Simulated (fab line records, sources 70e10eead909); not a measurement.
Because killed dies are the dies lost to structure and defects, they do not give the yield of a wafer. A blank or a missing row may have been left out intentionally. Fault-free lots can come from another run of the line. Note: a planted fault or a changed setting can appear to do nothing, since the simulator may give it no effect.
Which tool did it? -- flow nand_harc -- 39 wafers from 13 lots sampled at 6 of the route's 1159 steps

== WHAT THE GAUGES SHOWED, per wafer ==
NHARC_A_ZERO_WELL_CD_MEAS_10: the cd target is 2000 nm.
lot,measured,on,cd_nm (nm)
L402,day 6 16:16,cd_sem-03,2001.6 2002.4 2003.8
L404,day 7 05:39,cd_sem-01,1999.9 2002.1 2003.9
L403,day 7 14:10,cd_sem-02,1999.6 1998.8 1997.8
L407,day 7 17:13,cd_sem-01,2003.3 2001.1 2002.7
L406,day 7 17:59,cd_sem-01,2003.9 2003.2 1999.4
L408,day 8 10:43,cd_sem-03,1999.6 1999.2 2001.8
L409,day 8 11:43,cd_sem-01,2002.6 2005.1 2005.1
L412,day 9 02:13,cd_sem-02,2002.7 2005.3 2002.6
L414,day 9 20:14,cd_sem-03,2000.2 2000.2 2001.3
L418,day 10 22:17,cd_sem-02,2003.6 2000.0 2000.2
L419,day 10 23:18,cd_sem-03,2000.6 2001.8 1998.9
L421,day 11 13:49,cd_sem-03,2000.4 2001.8 2000.2
L423,day 12 00:44,cd_sem-03,2001.6 2001.5 2003.8

NHARC_A_ONON_D1_THK_MEAS_21: measures by ellipsometry.
lot,measured,on,thk_nm (nm)
L402,day 8 03:49,film_metro-01,990 991 991
L404,day 8 16:19,film_metro-01,987 989 986
L403,day 8 22:41,film_metro-02,988 989 989
L407,day 8 22:41,film_metro-01,1007 1007 1007
L406,day 9 03:10,film_metro-01,1017 1017 1016
L408,day 9 18:40,film_metro-01,1006 1006 1004
L409,day 9 18:40,film_metro-02,982 984 983
L412,day 10 13:49,film_metro-01,995 994 993
L414,day 11 04:50,film_metro-01,997 996 997
L418,day 12 10:53,film_metro-01,1012 1011 1010
L419,day 12 10:54,film_metro-02,1010 1008 1009
L421,day 13 01:39,film_metro-02,1058 1056 1055
L423,day 13 09:35,film_metro-01,1081 1080 1080

NHARC_END_SORT_01.
lot,measured,on,killed_at_array,killed_at_other,killed_at_periphery,killed_dies,killed_open,killed_short
L421,day 24 10:36,prober-01,674 670 674,1 0 0,2 7 3,677 677 677,7 3 3,4 5 0
L423,day 24 11:25,prober-02,671 674 674,1 0 0,5 3 3,677 677 677,5 3 6,3 5 2

== EACH LOT AND THE TOOL THAT RAN IT (in order: tool; ch and the chambers of the sampled wafers; start) ==
lot,NHARC_P_BONDPAD_ACTIVATE_29,NHARC_A_ZERO_WELL_RTA_16,NHARC_A_ONON_D1_DEP_19
L402,"rie_diel-02 ch 0,2,3, day 6 15:08","rtp_anneal-02 ch 0, day 6 17:34","pecvd_onon-04 ch 0, day 8 03:18"
L404,"rie_diel-07 ch 0,1,3, day 7 04:26","rtp_anneal-02 ch 0, day 7 07:26","pecvd_onon-03 ch 0, day 8 15:59"
L403,"rie_diel-09 ch 1,2, day 7 12:56","rtp_anneal-01 ch 0, day 7 15:43","pecvd_onon-04 ch 0, day 8 22:10"
L407,"rie_diel-02 ch 1,3, day 7 15:58","rtp_anneal-01 ch 0, day 7 18:49","pecvd_onon-02 ch 0, day 8 22:17"
L406,"rie_diel-02 ch 0,3, day 7 16:50","rtp_anneal-01 ch 0, day 7 19:38","pecvd_onon-02 ch 0, day 9 02:46"
L408,"rie_diel-02 ch 0,1, day 8 09:37","rtp_anneal-02 ch 0, day 8 12:01","pecvd_onon-03 ch 0, day 9 18:09"
L409,"rie_diel-02 ch 2,3, day 8 10:28","rtp_anneal-01 ch 0, day 8 12:59","pecvd_onon-04 ch 0, day 9 18:10"
L412,"rie_diel-02 ch 0,2,3, day 9 00:58","rtp_anneal-01 ch 0, day 9 03:31","pecvd_onon-03 ch 0, day 10 13:22"
L414,"rie_diel-02 ch 0,1,2, day 9 19:01","rtp_anneal-01 ch 0, day 9 21:32","pecvd_onon-02 ch 0, day 11 04:23"
L418,"rie_diel-02 ch 0,2,3, day 10 21:04","rtp_anneal-01 ch 0, day 10 23:37","pecvd_onon-03 ch 0, day 12 10:30"
L419,"rie_diel-02 ch 2,3, day 10 22:02","rtp_anneal-02 ch 0, day 11 00:37","pecvd_onon-04 ch 0, day 12 10:30"
L421,"rie_diel-02 ch 0,1,2, day 11 12:34","rtp_anneal-01 ch 0, day 11 15:07","pecvd_onon-04 ch 0, day 13 01:12"
L423,"rie_diel-02 ch 0,2, day 11 23:29","rtp_anneal-01 ch 0, day 12 02:05","pecvd_onon-04 ch 0, day 13 09:11"
- NHARC_P_BONDPAD_ACTIVATE_29: chemistry N2, time 60 s.
- NHARC_A_ZERO_WELL_RTA_16: time 10 s.
- NHARC_A_ONON_D1_DEP_19: target thk 1000 nm.

== AS READ BY THE TOOLS THEMSELVES (means over the sampled wafers that have a number; for cases with no such wafer, the mark the record gives instead) ==
NHARC_P_BONDPAD_ACTIVATE_29.
lot,tool,drypump_motor_current_A (A),oes_product_au (a.u.),rf_vpp_V (V),showerhead_plenum_p_Torr (Torr)
L402,rie_diel-02,5.72,1.003,64.3,1.76
L404,rie_diel-07,6.22,1.010,64.2,1.73
L403,rie_diel-09,5.89,1.003,64.4,1.81
L407,rie_diel-02,5.81,0.996,64.8,1.85
L406,rie_diel-02,5.69,1.002,64.0,1.72
L408,rie_diel-02,5.73,1.003,65.0,1.72
L409,rie_diel-02,5.78,0.993,65.0,1.80
L412,rie_diel-02,5.74,1.004,63.7,1.76
L414,rie_diel-02,5.80,0.996,64.2,1.76
L418,rie_diel-02,5.76,1.000,64.3,1.76
L419,rie_diel-02,5.77,0.997,65.5,1.80
L421,rie_diel-02,5.78,1.002,64.1,1.76
L423,rie_diel-02,5.72,0.999,64.5,1.69

NHARC_A_ZERO_WELL_RTA_16.
lot,tool,lamp_power_pct (%),wafer_temp_C_max
L402,rtp_anneal-02,35.8,1007.5
L404,rtp_anneal-02,35.8,1006.0
L403,rtp_anneal-01,33.3,1003.0
L407,rtp_anneal-01,33.4,1004.6
L406,rtp_anneal-01,33.3,1003.7
L408,rtp_anneal-02,35.8,1006.5
L409,rtp_anneal-01,33.4,1004.1
L412,rtp_anneal-01,33.4,1003.6
L414,rtp_anneal-01,33.3,1003.2
L418,rtp_anneal-01,33.3,1004.0
L419,rtp_anneal-02,35.8,1006.1
L421,rtp_anneal-01,33.3,1004.3
L423,rtp_anneal-01,33.4,1003.8

== THE ANSWER, worked out from the rows above alone ==
Rule: usual is defined by the lots themselves. The widest of any qualifying gaps counts: lots, ordered by their means at a reading, are off when they make up no more than a third of the lots, leave a main group of 4 or more, and stand apart from it by 3 or more times the standard deviation of that group's means. A main group whose means are all the same, to the digits that the tables above print for the reading, isn't used. A lot without any number at a reading at which 4 lots or more have one is off too. All remaining lots with rows at the step are treated as sound. The gauges are gone through in route order, then the tools' own readings, and for those a lot's mean is taken as printed above. The first step at which some lot is off is used, and at that step the reading that is off furthest; a lot without a number counts as furthest.
Off at NHARC_A_ONON_D1_THK_MEAS_21 (thk_nm): L421, L423. The main group has a mean of 999 nm with a standard deviation of 11.
A tool fits if, at a process step before that reading, it ran every lot that is off, and no sound lot after the first of them. The gauges at NHARC_A_ONON_D1_THK_MEAS_21 are tried like those tools. Can't be told from this: 3 tools fit, rie_diel-02 at NHARC_P_BONDPAD_ACTIVATE_29, rtp_anneal-01 at NHARC_A_ZERO_WELL_RTA_16, pecvd_onon-04 at NHARC_A_ONON_D1_DEP_19.

== WHAT THE SIMULATOR PUT IN ==
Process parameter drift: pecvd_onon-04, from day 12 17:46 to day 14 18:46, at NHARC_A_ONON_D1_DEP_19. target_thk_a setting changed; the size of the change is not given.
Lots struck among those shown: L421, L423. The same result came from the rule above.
